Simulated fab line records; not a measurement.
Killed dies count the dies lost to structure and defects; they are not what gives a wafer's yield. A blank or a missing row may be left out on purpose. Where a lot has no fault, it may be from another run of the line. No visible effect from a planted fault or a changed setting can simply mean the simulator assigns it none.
Which of the tools did it? ; flow nand harc ; Sampling: 24 lots, 72 wafers, 6 of 1302 route steps

## WHAT EACH GAUGE READ, for each wafer
NHARC_P_CONTACT_OVL_MEAS_13. Usual: overlay x nm -0.1 nm, standard deviation 0.71; overlay y nm -0.3 nm, standard deviation 0.88.
lot;measured;on;overlay x nm (nm);overlay y nm (nm);flag
L074;day 5 21:01;overlay-01;-0.5 -0.7 -0.7;-1.1 -1.3 -1.0;
L075;day 6 05:20;overlay-02;-0.6 -0.7 -0.7;-0.3 -0.1 -0.5;
L076;day 6 18:19;overlay-01;-0.1 0.1 0.1;0.2 0.3 -0.7;
L077;day 7 09:23;overlay-01;-0.1 -0.2 0.3;0.6 0.6 -0.3;
L078;day 7 09:43;overlay-02;0.1 -0.3 0.2;0.0 0.0 0.2;
L079;day 7 18:48;overlay-01;-0.3 -0.1 0.2;-1.0 -1.0 -0.5;
L080;day 8 11:22;overlay-01;-0.1 0.2 0.3;0.9 1.0 0.6;
L081;day 8 16:29;overlay-02;-1.6 -0.8 -1.2;0.0 0.1 -0.1;
L082;day 9 11:18;overlay-02;1.1 0.6 1.5;-0.9 -0.9 -0.2;
L083;day 9 15:56;overlay-02;-0.1 0.1 -0.1;0.0 -0.1 -0.1;
L084;day 9 22:18;overlay-02;-0.9 -1.5 -1.7;-0.6 -0.4 0.3;
L085;day 10 10:08;overlay-01;1.7 1.4 1.5;-0.3 0.1 -0.2;
L086;day 10 16:05;overlay-01;-0.3 -0.8 -0.3;0.2 0.9 0.9;
L087;day 11 03:01;overlay-01;0.0 0.0 -0.3;-1.2 -1.6 -2.0;
L089;day 11 23:50;overlay-01;0.8 0.8 0.6;-0.1 -0.6 -0.9;
L088;day 12 00:29;overlay-01;0.0 0.7 0.4;-2.6 -2.5 -2.2;
L090;day 12 14:13;overlay-01;0.4 0.0 0.1;0.8 -0.2 0.0;
L091;day 12 18:01;overlay-01;-0.3 -0.3 -0.7;-1.5 -2.0 -1.8;
L092;day 13 14:04;overlay-01;-0.1 0.1 -0.3;-0.5 -0.9 -1.6;
L093;day 13 18:32;overlay-01;-0.3 -0.4 -0.7;0.1 0.8 0.7;
L094;day 14 07:46;overlay-02;-0.7 -0.4 0.3;1.0 0.0 0.6;
L095;day 14 09:40;overlay-02;-0.1 0.4 -0.2;0.0 0.8 -0.1;
L096;day 15 02:09;overlay-02;0.1 -0.2 -0.3;0.8 0.0 0.0;
L097;day 15 19:26;overlay-02;-1.6 -1.7 -1.6;-0.2 -0.3 -0.4;

NHARC_P_M1_OVL_MEAS_10: pitch 260 nm. Usual: overlay x nm -0.4 nm, standard deviation 0.63; overlay y nm 0.0 nm, standard deviation 0.98.
lot;measured;on;overlay x nm (nm);overlay y nm (nm);flag
L074;day 6 05:02;overlay-01;0.6 -0.4 0.2;0.2 0.6 -0.5;
L075;day 6 13:41;overlay-01;-1.3 -1.4 -1.9;0.1 0.1 0.0;
L076;day 7 02:32;overlay-02;0.0 0.0 0.2;-1.1 -1.9 -1.5;
L077;day 7 17:38;overlay-02;0.1 0.3 0.0;0.7 0.0 0.1;
L078;day 7 17:59;overlay-01;0.0 -0.2 0.1;-1.0 -1.6 -1.1;
L079;day 8 03:24;overlay-01;-1.0 -1.1 -1.3;0.6 0.1 0.3;
L080;day 8 20:04;overlay-02;-0.8 -1.7 -1.4;0.8 0.7 0.6;
L081;day 9 00:37;overlay-02;-0.3 -0.7 -0.4;-0.6 -1.1 -0.9;
L082;day 9 22:28;overlay-01;-0.3 -0.6 -0.4;0.8 0.9 1.2;
L083;day 10 02:35;overlay-01;0.1 0.5 0.2;-0.8 0.0 -0.3;
L084;day 10 06:26;overlay-02;-0.2 -0.5 0.0;1.1 1.2 1.3;
L085;day 10 19:05;overlay-01;-1.3 -0.6 -1.5;0.5 0.3 0.4;
L086;day 11 00:58;overlay-02;-0.9 -1.3 -1.4;0.2 -0.7 -0.1;
L087;day 11 11:39;overlay-02;-1.2 -1.4 -1.1;0.7 0.7 0.8;
L089;day 12 07:51;overlay-02;-0.8 -0.2 -0.3;0.6 0.2 0.6;
L088;day 12 08:43;overlay-01;0.0 0.2 0.3;0.9 1.5 1.2;
L090;day 12 22:33;overlay-01;-0.4 -0.6 -0.6;-1.2 -1.5 -0.8;
L091;day 13 02:27;overlay-02;-0.1 0.4 -0.3;1.3 0.8 0.9;
L092;day 13 22:20;overlay-02;0.0 -0.1 -0.2;1.5 1.3 2.0;
L093;day 14 02:40;overlay-01;0.1 0.1 0.4;-0.6 -0.7 0.0;
L094;day 14 16:11;overlay-02;0.0 0.4 -0.4;-1.7 -1.9 -1.7;
L095;day 14 17:56;overlay-01;0.8 0.9 0.6;1.3 1.0 0.9;
L096;day 15 10:22;overlay-02;0.2 -0.6 -0.5;-1.1 -1.1 -0.9;
L097;day 16 03:34;overlay-01;0.3 -0.9 -0.5;-1.2 -1.0 -1.2;

NHARC_P_M1_CD_MEAS_16. Usual: cd nm 130.2 nm, standard deviation 0.59.
lot;measured;on;cd nm (nm);flag
L074;day 6 05:27;cd sem-03;129.8 129.9 129.8;
L075;day 6 14:05;cd sem-02;129.4 130.3 130.2;
L076;day 7 02:57;cd sem-03;129.8 129.8 129.8;
L077;day 7 18:03;cd sem-02;130.2 130.3 129.9;
L078;day 7 18:26;cd sem-02;130.2 129.4 129.2;
L079;day 8 03:48;cd sem-01;130.1 129.3 129.5;
L080;day 8 20:28;cd sem-03;129.5 130.1 129.8;
L081;day 9 01:10;cd sem-03;130.2 129.7 129.1;
L082;day 9 22:52;cd sem-02;130.2 130.1 131.0;
L083;day 10 03:01;cd sem-02;130.6 131.5 131.3;
L084;day 10 06:50;cd sem-02;130.7 130.4 129.9;
L085;day 10 19:32;cd sem-03;129.0 129.9 129.9;
L086;day 11 01:23;cd sem-02;129.7 129.5 130.0;
L087;day 11 12:06;cd sem-01;130.4 130.6 130.2;
L089;day 12 08:15;cd sem-01;129.6 129.8 130.0;
L088;day 12 09:07;cd sem-03;129.9 130.3 129.8;
L090;day 12 22:58;cd sem-01;130.3 130.5 130.2;
L091;day 13 02:51;cd sem-03;130.4 131.5 130.5;
L092;day 13 22:45;cd sem-02;130.3 130.1 129.9;
L093;day 14 03:04;cd sem-01;130.9 131.4 131.4;
L094;day 14 16:35;cd sem-01;129.6 129.9 130.3;
L095;day 14 18:20;cd sem-01;130.1 130.2 130.8;
L096;day 15 10:47;cd sem-02;130.4 131.0 130.4;
L097;day 16 03:58;cd sem-02;130.1 129.7 129.7;

## WHAT TOOL EACH LOT RAN ON (gives the tool, then ch and the chambers of the sampled wafers, and finally the start)
lot;NHARC_P_CONTACT_DEP_30;NHARC_P_M0_PVD_20;NHARC_P_M0_PRE_CLEAN_31
L074;pecvd-03 ch 0,1,2, day 5 19:23;pvd sputter-01, day 6 03:44 or earlier;pecvd-03 ch 0,1,2, day 6 03:44
L075;pecvd-04 ch 0,1,2, day 6 03:49;pvd sputter-03, day 6 12:17 or earlier;pecvd-03 ch 1,2, day 6 12:17
L076;pecvd-04 ch 0,1, day 6 16:41;pvd sputter-03, day 7 01:08 or earlier;pecvd-03 ch 0,1,2, day 7 01:08
L077;pecvd-04 ch 0,1,2, day 7 07:48;pvd sputter-03, day 7 16:15 or earlier;pecvd-03 ch 0,1,2, day 7 16:15
L078;pecvd-01 ch 0,2, day 7 08:09;pvd sputter-01, day 7 16:35 or earlier;pecvd-01 ch 0,1,2, day 7 16:35
L079;pecvd-04 ch 0,2, day 7 17:10;pvd sputter-02, day 8 01:59 or earlier;pecvd-03 ch 0,1, day 8 01:59
L080;pecvd-04 ch 0,1, day 8 09:53;pvd sputter-03, day 8 18:40 or earlier;pecvd-01 ch 0,2, day 8 18:40
L081;pecvd-04 ch 0,1, day 8 14:52;pvd sputter-02, day 8 23:13 or earlier;pecvd-02 ch 0,1,2, day 8 23:13
L082;pecvd-04 ch 0,2, day 9 09:40;pvd sputter-02, day 9 21:04 or earlier;pecvd-02 ch 0,1,2, day 9 21:04
L083;pecvd-01 ch 1,2, day 9 14:28;pvd sputter-02, day 10 01:19 or earlier;pecvd-02 ch 0,1, day 10 01:19
L084;pecvd-03 ch 0,1,2, day 9 20:49;pvd sputter-01, day 10 05:01 or earlier;pecvd-01 ch 0,1,2, day 10 05:01
L085;pecvd-04 ch 1,2, day 10 08:32;pvd sputter-02, day 10 17:43 or earlier;pecvd-01 ch 0,1, day 10 17:43
L086;pecvd-01 ch 0,2, day 10 14:25;pvd sputter-03, day 10 23:35 or earlier;pecvd-03 ch 0,1,2, day 10 23:35
L087;pecvd-03 ch 0,1,2, day 11 01:23;pvd sputter-03, day 11 10:14 or earlier;pecvd-03 ch 0,1,2, day 11 10:14
L089;pecvd-01 ch 0,1,2, day 11 22:14;pvd sputter-01, day 12 06:34 or earlier;pecvd-03 ch 0,2, day 12 06:34
L088;pecvd-04 ch 0,2, day 11 22:54;pvd sputter-03, day 12 07:17 or earlier;pecvd-02 ch 0,1, day 12 07:17
L090;pecvd-03 ch 1,2, day 12 12:43;pvd sputter-01, day 12 21:02 or earlier;pecvd-03 ch 1,2, day 12 21:02
L091;pecvd-03 ch 0,1, day 12 16:26;pvd sputter-01, day 13 01:02 or earlier;pecvd-03 ch 1,2, day 13 01:02
L092;pecvd-01 ch 0,1,2, day 13 12:31;pvd sputter-02, day 13 20:56 or earlier;pecvd-01 ch 0,2, day 13 20:56
L093;pecvd-04 ch 1,2, day 13 17:02;pvd sputter-02, day 14 01:18 or earlier;pecvd-02 ch 0,1,2, day 14 01:18
L094;pecvd-04 ch 0,2, day 14 05:53;pvd sputter-01, day 14 14:46 or earlier;pecvd-03 ch 0,1,2, day 14 14:46
L095;pecvd-03 ch 1,2, day 14 08:01;pvd sputter-03, day 14 16:31 or earlier;pecvd-03 ch 0,1,2, day 14 16:31
L096;pecvd-03 ch 0,1,2, day 15 00:46;pvd sputter-03, day 15 09:07 or earlier;pecvd-01 ch 0,1,2, day 15 09:07
L097;pecvd-04 ch 1,2, day 15 17:55;pvd sputter-01, day 16 02:17 or earlier;pecvd-03 ch 0,2, day 16 02:17
- NHARC_P_CONTACT_DEP_30: deposits SiNx, target thk 30 nm.
- NHARC_P_M0_PVD_20: deposits TaN, target thk 5 nm, time 8.06 s.
- NHARC_P_M0_PRE_CLEAN_31: time 12 s.

## WHAT THE TOOLS THEMSELVES READ (means of the sampled wafers that have a number; where no wafer has one, the mark that the record gives instead)
NHARC_P_CONTACT_DEP_30. Usual: heater power w 751 W, standard deviation 91.
lot;tool;heater power w (W);flag
L074;pecvd-03;789;
L075;pecvd-04;775;
L076;pecvd-04;743;
L077;pecvd-04;716;
L078;pecvd-01;666;
L079;pecvd-04;758;
L080;pecvd-04;747;
L081;pecvd-04;780;
L082;pecvd-04;749;
L083;pecvd-01;623;
L084;pecvd-03;829;
L085;pecvd-04;701;
L086;pecvd-01;669;
L087;pecvd-03;786;
L089;pecvd-01;677;
L088;pecvd-04;808;
L090;pecvd-03;735;
L091;pecvd-03;816;
L092;pecvd-01;632;
L093;pecvd-04;783;
L094;pecvd-04;766;
L095;pecvd-03;837;
L096;pecvd-03;805;
L097;pecvd-04;768;

NHARC_P_M0_PVD_20. Usual: cathode dc power W 15000 W, standard deviation 2.6; throttle valve pct 30.6 %, standard deviation 0.82.
lot;tool;cathode dc power W (W);throttle valve pct (%);flag
L074;pvd sputter-01;14999;30.2;
L075;pvd sputter-03;15002;31.4;
L076;pvd sputter-03;15000;31.3;
L077;pvd sputter-03;14999;31.0;
L078;pvd sputter-01;14996;31.2;
L079;pvd sputter-02;15001;30.3;
L080;pvd sputter-03;15001;30.8;
L081;pvd sputter-02;15003;30.2;
L082;pvd sputter-02;14999;30.3;
L083;pvd sputter-02;15001;30.4;
L084;pvd sputter-01;15002;30.8;
L085;pvd sputter-02;15003;30.3;
L086;pvd sputter-03;14999;31.6;
L087;pvd sputter-03;14998;30.8;
L089;pvd sputter-01;15000;30.2;
L088;pvd sputter-03;14998;30.7;
L090;pvd sputter-01;14998;31.0;
L091;pvd sputter-01;15000;29.9;
L092;pvd sputter-02;15002;30.6;
L093;pvd sputter-02;14999;31.5;
L094;pvd sputter-01;14999;29.8;
L095;pvd sputter-03;15000;30.3;
L096;pvd sputter-03;15000;30.2;
L097;pvd sputter-01;14998;31.0;

NHARC_P_M0_PRE_CLEAN_31. Usual: heater power w 661 W, standard deviation 84.
lot;tool;heater power w (W);flag
L074;pecvd-03;703;
L075;pecvd-03;773;
L076;pecvd-03;690;
L077;pecvd-03;700;
L078;pecvd-01;613;
L079;pecvd-03;698;
L080;pecvd-01;574;
L081;pecvd-02;633;
L082;pecvd-02;647;
L083;pecvd-02;698;
L084;pecvd-01;547;
L085;pecvd-01;659;
L086;pecvd-03;720;
L087;pecvd-03;654;
L089;pecvd-03;689;
L088;pecvd-02;647;
L090;pecvd-03;661;
L091;pecvd-03;635;
L092;pecvd-01;611;
L093;pecvd-02;651;
L094;pecvd-03;699;
L095;pecvd-03;674;
L096;pecvd-01;633;
L097;pecvd-03;718;

## THE ANSWER, worked out from the rows above alone
Rule: a lot is off if the mean of its wafers that have a number lies more than 3 standard deviations from the usual mean. Also off: a lot with no number at a reading for which 4 or more lots have one. Any other lot the step has rows for is counted as sound. The gauges are gone through in route order, then the tools' own readings, and for those a lot's mean is taken as printed above. At the first step where some lot is off, the reading lying furthest off is the one used; lots without a number count as furthest.
None of the lots is off at any reading shown; this tells nothing.

## WHAT THE SIMULATOR HAD PUT IN
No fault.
